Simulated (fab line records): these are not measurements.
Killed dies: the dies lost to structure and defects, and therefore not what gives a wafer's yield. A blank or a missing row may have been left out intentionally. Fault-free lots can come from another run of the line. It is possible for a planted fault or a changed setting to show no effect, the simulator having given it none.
The same fault as seen by 2 desks -- flow nand harc -- every desk sees just its own numbers, and what lay behind them comes last

## THE METROLOGY DESK
Lot by lot, what the gauges showed, no matter which tool ran the lot: averages of those sampled wafers that carry a number. Any lot whose mean is over 4 standard deviations away from the usual mean is out of limits and marked OUT; that distance is given in the brackets.
Columns: A = cd nm at NHARC_P_GATE_CD_MEAS_26, usual 120.0 nm
lot,first seen here,A
L872,day 5 06:17,120.4
L874,day 5 19:08,120.0
L879,day 7 19:55,119.8
L880,day 8 12:14,120.2
L882,day 8 21:58,120.2
L881,day 8 22:07,119.9
L884,day 9 23:40,120.0
L885,day 10 11:47,130.3 (+22) OUT
L887,day 11 02:47,129.6 (+20) OUT
L893,day 13 15:13,120.4
L894,day 14 10:57,121.4
L895,day 14 18:37,120.3
This desk finds L885, L887 out of limits, L885 being first, at day 10 11:47 (cd nm at NHARC_P_GATE_CD_MEAS_26). In limits: L872, L874, L879, L880, L882, L881, L884, L893, L894, L895.

## DESK OF THE TOOL OWNER: litho track-04
The tool's own readings at NHARC_P_GATE_PEB_24 (peb time 65 s): means of the sampled wafers that have a number, for each lot that ran on this tool. Any lot whose mean is over 4 standard deviations away from the usual mean is out of limits and marked OUT; that distance is given in the brackets.
Columns: A = heater power total W at NHARC_P_GATE_PEB_24, usual 156.6 W
lot,first seen here,A
L881,day 8 22:02,156.2
L884,day 9 23:35,156.8
L885,day 10 11:42,181.5 (+58) OUT
L887,day 11 02:42,181.1 (+57) OUT
L895,day 14 18:32,156.5
This desk finds L885, L887 out of limits, L885 being first, at day 10 11:42 (heater power total W at NHARC_P_GATE_PEB_24). In limits: L881, L884, L895.

## PUT TOGETHER
On L885, L887, at day 10 11:42, an alarm was possible from the tool owner's desk.
An alarm was possible from the metrology desk at day 10 11:47, on L885, L887.
Every lot named ran NHARC_P_GATE_PEB_24 on litho track-04.

## WHAT THE SIMULATOR HAD INSERTED
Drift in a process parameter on litho track-04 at NHARC_P_GATE_PEB_24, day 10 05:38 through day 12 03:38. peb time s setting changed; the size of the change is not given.
Shown lots that were struck: L885, L887.
Delay (hours) between the fault's onset and each desk's first out-of-limits reading: 6 at the tool owner's desk, 6 at the metrology desk.
